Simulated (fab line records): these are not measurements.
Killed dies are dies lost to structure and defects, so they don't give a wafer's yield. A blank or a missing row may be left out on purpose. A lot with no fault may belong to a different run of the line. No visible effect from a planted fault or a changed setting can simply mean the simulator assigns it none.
fab line records	flow n5_finfet	part 1 of 2: steps 1 to 4 of 6
record: lots: 22	wafers: 66	last_day: 18
route steps=1938 shown DUMMY_GATE@245 SPACER0@259 SD_EPI_N@271 SD_EPI_P@308
lots that met no fault: from a run of the same line without faults
start_h: hours from the record's opening day to when the first of the lot's shown wafers began	wait_h: hours elapsed since this lot's preceding step	" same as the row above	L1.1+2: one row covering several wafers at once	- no value, or no start given	* or withheld: withheld	< > ~ a bound
route shown NAME@n: a module of which the file shows steps, and the number in the route of the first	usual: mean/standard deviation of fault-free wafers	same: alike in all rows	chamber/n: place in a boat	sites: per-site readings	_std_site: the standard deviation of these	_edge_site: mean of outer sites minus mean of inner sites	radius_mm: for every site, how far away it sits from the centre of the wafer	mask NAME#n: copy n	behind: the most recent tool/chamber to have shaped the wafer	hold: cause of the lot's hold/its duration in hours/its outcome	device: names the non-switching transistor (n, p or np)	end of line: the same wafers' tests at the end of the route	where a step has no rows: the recipe by itself	killed: at the first sort, the dies lost to defects and structure; wafer yield is something else	map: dies across one wafer; x = killed, . = not, _ = none there
set.NAME: the run value of the setting; set.NAME@STEP: its run value at that earlier step	model.NAME: the simulator's own value behind a step, which no gauge read
the route's steps for a sample of lots (tables are steps, rows are wafers)
services: the hour from which a tool's chamber was out of use, counted from the record's first day as start_h (under 0 if before that day), plus the number of hours and why
== steps ==
step: N5_DUMMY_GATE_HM_OPEN_21
recipe: chemistry: CH3F/O2	target: SiNx	target_depth_a: 1200	Ar_flow_sccm: 150	CH3F_flow_sccm: 30	O2_flow_sccm: 23	time_s: 171.4	pressure_mtorr: 30	source_w: 395	bias_w: 73	ion_energy_ev: 120.7
usual: bias_w: 73.04/0.2	drypump_motor_current_A: 5.7/0.54	mfc_ar_sccm: 150.0/0.47	oes_f_703_au: 0.76/0.056	oes_o_777_au: 0.75/0.052	oes_product_au: 0.75/0.056	rf_vpp_V: 300/13	showerhead_plenum_p_Torr: 2.03/0.07	throttle_valve_pct: 16.60/0.26
lot.wafer	tool	chamber	start_h	wait_h	bias_w	drypump_motor_current_A	mfc_ar_sccm	oes_f_703_au	oes_o_777_au	oes_product_au	rf_hours_counter_h	rf_vpp_V	showerhead_plenum_p_Torr	throttle_valve_pct
L074.3	rie_diel-01	3	48.86	0.0	72.82	6.6	150.3	0.72	0.74	0.76	130	324	2.12	16.68
L074.5	"	3	"	"	72.70	6.6	148.6	0.72	0.73	0.76	-	322	2.12	16.68
L074.6	"	2	"	"	73.10	5.7	150.3	0.73	0.74	0.75	-	318	2.01	16.87
L075.2	rie_diel-01	0	55.42	0.0	72.61	5.5	149.4	0.68	0.66	0.66	252	300	2.06	16.63
L075.4	"	1	"	"	73.03	6.6	149.6	0.77	0.76	0.73	-	280	1.93	16.20
L075.6	"	0	"	"	73.39	5.5	150.1	0.68	0.65	0.66	-	300	2.06	16.63
L076.1	rie_diel-03	2	59.61	0.0	73.03	5.3	149.3	0.74	0.75	0.73	192	290	2.09	16.69
L076.4	"	3	"	"	73.09	5.1	150.4	0.76	0.76	0.76	162	303	1.99	16.50
L076.5	"	3	"	"	72.97	5.0	150.8	0.77	0.76	0.76	-	304	1.99	16.48
L077.1	rie_diel-01	2	64.91	0.0	73.07	5.7	149.5	0.72	0.72	0.75	201	315	2.00	16.87
L077.4	"	1	"	"	73.07	6.6	150.0	0.77	0.75	0.73	-	279	1.93	16.18
L077.6	"	2	"	"	72.84	5.7	150.1	0.72	0.72	0.75	-	316	2.00	16.88
L078.1	rie_diel-01	1	73.29	0.0	72.86	6.6	149.9	0.77	0.76	0.72	193	278	1.93	16.19
L078.5	"	2	"	"	73.01	5.7	150.5	0.72	0.72	0.74	-	318	2.00	16.89
L078.6	"	1	"	"	73.24	6.6	149.8	0.76	0.76	0.72	-	280	1.93	16.19
L080.1	rie_diel-03	3	85.01	0.0	73.14	5.0	149.3	0.75	0.75	0.76	171	303	1.99	16.50
L080.3	"	2	"	"	73.29	5.3	150.0	0.74	0.75	0.72	201	291	2.09	16.68
L080.6	"	3	"	"	73.19	5.0	149.2	0.76	0.75	0.77	-	303	1.99	16.49
L081.1	rie_diel-03	1	90.09	0.0	73.11	5.7	149.6	0.78	0.79	0.78	155	296	1.94	16.63
L081.2	"	0	"	"	73.06	5.6	150.2	0.78	0.77	0.74	194	292	2.10	16.96
L081.5	"	2	"	"	73.03	5.3	150.2	0.74	0.74	0.73	-	290	2.09	16.69
L082.3	rie_diel-03	0	97.31	0.0	72.99	5.6	150.4	0.79	0.77	0.74	196	291	2.10	16.95
L082.4	"	3	"	"	73.16	5.1	150.0	0.74	0.75	0.75	175	305	1.99	16.50
L082.6	"	2	"	"	73.15	5.3	150.4	0.74	0.74	0.72	-	291	2.09	16.70
L083.2	rie_diel-01	0	101.24	0.0	72.54	5.5	150.3	0.95	0.93	0.95	5	300	2.06	16.13
L083.4	"	1	"	"	73.27	6.6	150.1	0.76	0.75	0.71	202	280	1.92	16.20
L083.6	"	0	"	"	72.48	5.6	150.0	0.94	0.92	0.95	-	301	2.06	16.13
L084.2	rie_diel-03	2	107.36	0.0	73.28	5.2	150.1	0.73	0.74	0.72	208	291	2.09	16.71
L084.3	"	3	"	"	73.12	5.0	149.2	0.75	0.75	0.75	178	304	1.99	16.51
L084.4	"	0	"	"	72.88	5.6	149.8	0.78	0.76	0.74	199	293	2.10	16.97
L085.1	rie_diel-03	1	115.65	0.0	72.88	5.7	150.2	0.77	0.78	0.77	163	296	1.93	16.66
L085.2	"	3	"	"	73.05	5.1	149.8	0.75	0.75	0.75	180	303	1.98	16.51
L085.5	"	3	"	"	72.98	5.0	150.1	0.74	0.76	0.74	-	304	1.98	16.51
L086.2	rie_diel-03	0	120.39	0.0	73.17	5.7	150.3	0.77	0.76	0.73	203	292	2.10	16.97
L086.3	"	2	"	"	72.86	5.3	150.2	0.73	0.74	0.71	211	290	2.08	16.71
L086.5	"	3	"	"	72.97	5.1	149.2	0.74	0.75	0.75	-	303	1.98	16.52
L087.1	rie_diel-02	2	124.91	0.0	73.10	5.6	150.4	0.72	0.72	0.72	202	307	1.91	16.41
L087.4	"	0	"	"	72.93	5.2	149.6	0.81	0.84	0.87	20	304	1.98	16.31
L087.5	"	3	"	"	73.07	5.5	150.7	0.91	0.95	0.90	-	290	2.16	16.24
L088.2	rie_diel-01	2	132.94	0.0	73.12	5.7	149.8	0.71	0.71	0.73	221	316	2.00	16.93
L088.4	"	1	"	"	73.14	6.6	150.1	0.75	0.74	0.70	211	280	1.92	16.23
L088.5	"	2	"	"	72.85	5.7	149.5	0.71	0.71	0.73	-	316	2.00	16.91
L089.1	rie_diel-03	3	137.93	0.0	73.05	5.1	149.6	0.75	0.74	0.74	187	305	1.98	16.53
L089.5	"	2	"	"	73.28	5.3	150.3	0.73	0.73	0.72	-	290	2.08	16.73
L089.6	"	3	"	"	73.68	5.1	150.0	0.74	0.75	0.74	-	304	1.98	16.53
L090.3	rie_diel-03	1	144.42	0.0	73.17	5.7	149.3	0.77	0.78	0.75	171	293	1.93	16.67
L090.4	"	2	"	"	72.91	5.3	150.0	0.73	0.74	0.71	218	292	2.08	16.73
L090.6	"	3	"	"	72.75	5.0	149.6	0.74	0.74	0.74	-	304	1.98	16.55
L091.1	rie_diel-01	3	148.73	0.0	72.89	6.6	150.3	0.70	0.71	0.76	159	322	2.11	16.72
L091.5	"	1	"	"	72.99	6.6	150.7	0.75	0.74	0.69	-	279	1.92	16.24
L091.6	"	0	"	"	72.99	5.5	150.2	0.92	0.89	0.90	-	299	2.06	16.14
L092.1	rie_diel-01	2	154.89	0.0	73.00	5.7	149.0	0.70	0.71	0.72	227	315	2.00	16.92
L092.3	"	3	"	"	72.95	6.6	150.2	0.70	0.71	0.73	161	322	2.11	16.74
L092.4	"	1	"	"	73.20	6.6	149.7	0.75	0.73	0.69	217	279	1.92	16.25
L093.1	rie_diel-03	1	164.12	0.0	72.69	5.7	149.9	0.76	0.77	0.75	177	296	1.93	16.68
L093.4	"	3	"	"	73.08	5.0	149.3	0.74	0.74	0.74	193	303	1.98	16.52
L093.6	"	0	"	"	73.61	5.6	150.7	0.77	0.75	0.73	-	291	2.10	16.98
L094.2	rie_diel-01	0	168.73	0.0	72.96	5.5	150.2	0.90	0.88	0.90	23	302	2.06	16.16
L094.4	"	2	"	"	72.62	5.7	149.3	0.70	0.71	0.72	230	315	1.99	16.95
L094.5	"	3	"	"	73.05	6.6	150.7	0.70	0.71	0.74	-	322	2.11	16.76
L095.3	rie_diel-03	0	175.60	0.0	72.63	5.7	150.5	0.76	0.75	0.72	219	290	2.10	17.00
L095.5	"	3	"	"	73.16	5.1	149.9	0.74	0.73	0.73	-	304	1.98	16.56
L095.6	"	0	"	"	73.10	5.6	150.4	0.77	0.75	0.72	-	291	2.10	16.98
L096.1	rie_diel-01	1	179.51	0.0	72.89	6.6	150.5	0.75	0.73	0.69	223	279	1.92	16.26
L096.4	"	3	"	"	73.15	6.6	149.9	0.69	0.70	0.72	168	324	2.11	16.74
L096.5	"	1	"	"	73.09	6.6	150.5	0.74	0.73	0.68	-	278	1.92	16.26
step: N5_DUMMY_GATE_ETCH_44
recipe: chemistry: HBr/O2	over_etch_frac: 0.7	target_depth_a: 1275	stop_on: SiO2	ion_energy_ev: 60	bias_w: 20	target: poly-Si	mask_material: SiO2	pressure_mtorr: 20	icp_w: 400	HBr_flow_sccm: 120	O2_flow_sccm: 10
usual: bias_w: 20.00/0.062	drypump_motor_current_A: 5.8/0.42	he_backside_leak_sccm: 2.8/0.31	oes_product_au: 0.728/0.013	throttle_valve_pct: 18.47/0.27
lot.wafer	tool	chamber	start_h	wait_h	bias_w	drypump_motor_current_A	he_backside_leak_sccm	oes_product_au	rf_hours_counter_h	throttle_valve_pct
L074.3	rie_si-02	1	49.11	0.0	20.02	6.2	3.1	0.733	139	19.02
L074.5	"	0	"	"	20.17	6.3	2.9	0.694	-	18.59
L074.6	"	3	"	"	20.01	5.8	3.0	0.749	-	18.55
L075.2	rie_si-03	1	55.67	0.0	19.99	5.7	3.1	0.712	171	18.76
L075.4	"	2	"	"	20.02	5.4	2.6	0.712	115	18.47
L075.6	"	1	"	"	19.93	5.7	3.2	0.729	-	18.76
L076.1	rie_si-05	0	59.86	0.0	20.00	6.5	2.8	0.700	163	17.98
L076.4	"	1	"	"	20.04	5.3	2.4	0.733	96	18.54
L076.5	"	0	"	"	20.03	6.5	3.0	0.708	-	17.99
L077.1	rie_si-05	1	65.16	0.0	19.95	5.3	2.5	0.735	96	18.55
L077.4	"	3	"	"	19.92	5.9	3.0	0.759	173	18.48
L077.6	"	3	"	"	19.87	5.9	2.9	0.740	-	18.46
L078.1	rie_si-02	3	73.54	0.0	20.03	5.8	2.9	0.732	64	18.55
L078.5	"	0	"	"	19.92	6.3	2.9	0.715	-	18.60
L078.6	"	1	"	"	20.00	6.2	3.1	0.735	-	19.03
L080.1	rie_si-02	1	85.26	0.0	20.01	6.2	2.9	0.723	140	19.04
L080.3	"	0	"	"	19.93	6.2	3.0	0.698	131	18.59
L080.6	"	3	"	"	20.11	5.7	2.8	0.726	-	18.55
L081.1	rie_si-03	1	90.34	0.0	20.03	5.7	3.1	0.720	171	18.76
L081.2	"	0	"	"	19.97	5.2	2.6	0.738	49	18.42
L081.5	"	1	"	"	19.98	5.7	3.0	0.725	-	18.75
L082.3	rie_si-05	2	97.56	0.0	19.92	6.2	2.7	0.739	50	18.25
L082.4	"	1	"	"	20.03	5.3	2.6	0.719	97	18.54
L082.6	"	0	"	"	20.02	6.4	2.7	0.708	-	17.98
L083.2	rie_si-02	3	101.49	0.0	20.11	5.7	2.8	0.731	65	18.55
L083.4	"	3	"	"	20.04	5.7	3.0	0.729	-	18.54
L083.6	"	1	"	"	20.03	6.2	2.8	0.739	-	19.04
L084.2	rie_si-05	3	107.61	0.0	20.07	5.9	3.0	0.742	174	18.48
L084.3	"	1	"	"	19.95	5.2	2.4	0.750	97	18.55
L084.4	"	0	"	"	19.96	6.5	2.7	0.728	164	17.98
L085.1	rie_si-02	2	115.90	0.0	19.97	5.6	3.0	0.746	8	18.53
L085.2	"	3	"	"	20.00	5.7	2.8	0.733	65	18.56
L085.5	"	3	"	"	20.05	5.8	2.9	0.727	-	18.54
L086.2	rie_si-03	1	120.64	0.0	20.17	5.7	3.0	0.728	172	18.77
L086.3	"	2	"	"	20.06	5.4	2.5	0.713	117	18.48
L086.5	"	1	"	"	20.04	5.7	3.1	0.730	-	18.75
L087.1	rie_si-05	2	125.16	0.0	20.13	6.2	2.7	0.734	51	18.26
L087.4	"	1	"	"	19.86	5.3	2.2	0.736	97	18.55
L087.5	"	0	"	"	19.89	6.5	2.7	0.717	-	17.99
L088.2	rie_si-02	1	133.19	0.0	19.85	6.2	2.8	0.742	141	19.03
L088.4	"	2	"	"	19.95	5.6	2.8	0.737	8	18.55
L088.5	"	2	"	"	19.94	5.6	2.8	0.742	-	18.53
L089.1	rie_si-03	2	138.18	0.0	19.97	5.4	2.5	0.696	117	18.48
L089.5	"	0	"	"	20.00	5.2	2.8	0.710	-	18.39
L089.6	"	3	"	"	20.04	5.4	2.6	0.744	-	18.14
L090.3	rie_si-03	3	144.67	0.0	19.94	5.4	2.8	0.728	8	18.16
L090.4	"	0	"	"	20.01	5.2	2.8	0.726	50	18.41
L090.6	"	3	"	"	19.90	5.4	2.6	0.743	-	18.13
L091.1	rie_si-03	0	148.98	0.0	19.89	5.2	2.8	0.716	50	18.42
L091.5	"	0	"	"	19.99	5.2	2.7	0.715	-	18.40
L091.6	"	1	"	"	19.96	5.7	3.1	0.722	-	18.77
L092.1	rie_si-02	2	155.15	0.0	19.99	5.6	2.8	0.720	8	18.53
L092.3	"	0	"	"	20.01	6.3	2.7	0.714	132	18.60
L092.4	"	3	"	"	19.95	5.8	2.7	0.737	66	18.56
L093.1	rie_si-05	1	164.37	0.0	20.09	5.2	2.4	0.752	98	18.56
L093.4	"	3	"	"	19.98	5.9	2.8	0.742	175	18.46
L093.6	"	0	"	"	19.89	6.5	2.6	0.721	-	17.99
L094.2	rie_si-05	1	168.98	0.0	19.94	5.2	2.6	0.743	98	18.55
L094.4	"	0	"	"	20.00	6.5	2.6	0.716	165	17.99
L094.5	"	3	"	"	19.93	5.9	3.2	0.733	-	18.46
L095.3	rie_si-05	1	175.85	0.0	20.12	5.3	2.4	0.748	98	18.53
L095.5	"	0	"	"	20.01	6.5	5.4	0.718	-	18.00
L095.6	"	1	"	"	19.97	5.2	2.6	0.740	-	18.55
L096.1	rie_si-03	1	179.77	0.0	20.06	5.7	3.0	0.727	173	18.75
L096.4	"	3	"	"	19.97	5.4	2.6	0.740	9	18.15
L096.5	"	1	"	"	19.87	5.7	2.9	0.719	-	18.77
step: N5_DUMMY_GATE_INSPECT_27
recipe: inspect_instrument: brightfield	mode: aei
usual: raw_defect_count: 310/81
lot.wafer	tool	chamber	start_h	wait_h	raw_defect_count
L074.3	defect_inspect-02	-	49.93	0.3	228
L074.5	"	-	"	"	338
L074.6	"	-	"	"	289
L075.2	defect_inspect-02	-	56.16	0.0	242
L075.4	"	-	"	"	330
L075.6	"	-	"	"	204
L076.1	defect_inspect-02	-	60.54	0.0	371
L076.4	"	-	"	"	294
L076.5	"	-	"	"	379
L077.1	defect_inspect-02	-	65.56	0.0	190
L077.4	"	-	"	"	329
L077.6	"	-	"	"	207
L078.1	defect_inspect-02	-	73.94	0.0	188
L078.5	"	-	"	"	186
L078.6	"	-	"	"	272
L080.1	defect_inspect-01	-	85.84	0.0	342
L080.3	"	-	"	"	267
L080.6	"	-	"	"	321
L081.1	defect_inspect-01	-	90.74	0.0	208
L081.2	"	-	"	"	313
L081.5	"	-	"	"	265
L082.3	defect_inspect-02	-	98.04	0.0	291
L082.4	"	-	"	"	272
L082.6	"	-	"	"	288
L083.2	defect_inspect-01	-	101.90	0.0	255
L083.4	"	-	"	"	291
L083.6	"	-	"	"	255
L084.2	defect_inspect-01	-	108.10	0.0	336
L084.3	"	-	"	"	375
L084.4	"	-	"	"	343
L085.1	defect_inspect-01	-	116.30	0.0	228
L085.2	"	-	"	"	337
L085.5	"	-	"	"	234
L086.2	defect_inspect-02	-	121.03	0.0	209
L086.3	"	-	"	"	273
L086.5	"	-	"	"	192
L087.1	defect_inspect-02	-	125.56	0.0	484
L087.4	"	-	"	"	268
L087.5	"	-	"	"	346
L088.2	defect_inspect-01	-	133.61	0.0	239
L088.4	"	-	"	"	243
L088.5	"	-	"	"	476
L089.1	defect_inspect-02	-	138.60	0.0	366
L089.5	"	-	"	"	333
L089.6	"	-	"	"	435
L090.3	defect_inspect-01	-	145.07	0.0	331
L090.4	"	-	"	"	281
L090.6	"	-	"	"	293
L091.1	defect_inspect-02	-	149.38	0.0	427
L091.5	"	-	"	"	358
L091.6	"	-	"	"	323
L092.1	defect_inspect-01	-	155.55	0.0	269
L092.3	"	-	"	"	292
L092.4	"	-	"	"	261
L093.1	defect_inspect-02	-	164.77	0.0	315
L093.4	"	-	"	"	335
L093.6	"	-	"	"	361
L094.2	defect_inspect-02	-	169.40	0.0	195
L094.4	"	-	"	"	347
L094.5	"	-	"	"	330
L095.3	defect_inspect-01	-	176.25	0.0	336
L095.5	"	-	"	"	238
L095.6	"	-	"	"	269
L096.1	defect_inspect-01	-	180.16	0.0	242
L096.4	"	-	"	"	384
L096.5	"	-	"	"	328
step: N5_SPACER0_ALD_00
recipe: material: SiOCN	target_thk_a: 35	temp_c: 400	ald_precursor_family: alkyl-aminosilane	ald_co_reactant: O2/N2-plasma	pulse_time_s: 3	purge_time_s: 2	co_reactant_purge_time_s: 2	ald_cycles: 58	pressure_torr: 2
usual: chamber_pressure_Torr: 2.000/0.0043	heater_power_w: 834/110	precursor_pulse_height_rel: 1.001/0.02
same: pulse_time_s: 3
lot.wafer	tool	chamber	start_h	wait_h	chamber_pressure_Torr	heater_power_w	precursor_pulse_height_rel
L074.3	ald_sin-03	3	50.12	0.1	1.996	688	1.022
L074.5	"	1	"	"	2.001	753	0.990
L074.6	"	2	"	"	1.991	1003	0.974
L075.2	ald_sin-03	3	56.35	0.1	2.000	658	1.009
L075.4	"	2	"	"	2.004	1010	0.993
L075.6	"	3	"	"	2.004	695	1.013
L076.1	ald_sin-02	0	60.73	0.1	1.995	714	1.013
L076.4	"	3	"	"	2.001	887	0.980
L076.5	"	0	"	"	1.995	716	0.994
L077.1	ald_sin-03	1	65.75	0.1	2.000	741	0.989
L077.4	"	3	"	"	1.996	675	0.966
L077.6	"	0	"	"	1.996	960	1.050
L078.1	ald_sin-02	2	74.13	0.1	2.000	867	0.992
L078.5	"	3	"	"	1.997	864	0.959
L078.6	"	0	"	"	1.998	731	1.023
L080.1	ald_sin-02	2	86.03	0.1	1.997	871	1.028
L080.3	"	3	"	"	1.998	886	1.001
L080.6	"	2	"	"	2.004	872	0.968
L081.1	ald_sin-03	3	90.93	0.1	1.999	671	1.053
L081.2	"	2	"	"	1.999	1016	1.003
L081.5	"	1	"	"	2.000	749	1.006
L082.3	ald_sin-02	2	99.02	0.1	2.001	876	1.008
L082.4	"	3	"	"	1.996	871	0.993
L082.6	"	2	"	"	2.000	877	0.979
L083.2	ald_sin-02	3	102.08	0.1	2.001	869	1.013
L083.4	"	1	"	"	2.006	858	1.001
L083.6	"	3	"	"	2.001	881	1.002
L084.2	ald_sin-01	3	108.29	0.1	1.990	744	0.996
L084.3	"	2	"	"	2.011	933	1.006
L084.4	"	1	"	"	2.004	712	1.005
L085.1	ald_sin-03	1	116.49	0.1	1.995	741	0.998
L085.2	"	3	"	"	1.996	681	1.007
L085.5	"	1	"	"	1.997	735	0.981
L086.2	ald_sin-02	2	121.22	0.1	1.996	861	0.999
L086.3	"	0	"	"	2.003	723	0.976
L086.5	"	3	"	"	2.000	857	1.005
L087.1	ald_sin-03	1	125.75	0.1	2.002	747	1.033
L087.4	"	2	"	"	2.004	995	0.951
L087.5	"	2	"	"	2.000	994	1.008
L088.2	ald_sin-03	1	133.81	0.1	2.005	738	0.978
L088.4	"	2	"	"	1.993	1010	0.993
L088.5	"	2	"	"	1.996	1019	1.055
L089.1	ald_sin-02	2	138.78	0.1	2.000	856	0.990
L089.5	"	0	"	"	1.995	724	1.020
L089.6	"	2	"	"	2.001	900	1.034
L090.3	ald_sin-03	2	145.25	0.1	2.001	1038	1.004
L090.4	"	3	"	"	1.992	670	0.989
L090.6	"	2	"	"	1.995	1015	0.988
L091.1	ald_sin-03	2	150.01	0.1	2.004	1025	0.999
L091.5	"	1	"	"	1.997	729	0.995
L091.6	"	0	"	"	1.999	946	1.030
L092.1	ald_sin-03	0	157.56	0.1	2.003	953	1.020
L092.3	"	1	"	"	2.002	746	0.990
L092.4	"	2	"	"	1.995	1026	1.007
L093.1	ald_sin-03	3	164.96	0.1	2.003	689	0.998
L093.4	"	2	"	"	2.005	1049	1.007
L093.6	"	0	"	"	2.007	952	1.000
L094.2	ald_sin-01	3	169.59	0.1	2.007	737	0.997
L094.4	"	1	"	"	2.001	743	0.987
L094.5	"	2	"	"	2.002	938	0.997
L095.3	ald_sin-03	2	176.44	0.1	1.997	1004	0.988
L095.5	"	1	"	"	2.002	739	1.010
L095.6	"	2	"	"	1.997	981	1.021
L096.1	ald_sin-02	3	180.68	0.1	1.999	872	0.990
L096.4	"	2	"	"	1.994	872	0.999
L096.5	"	3	"	"	1.995	894	1.030
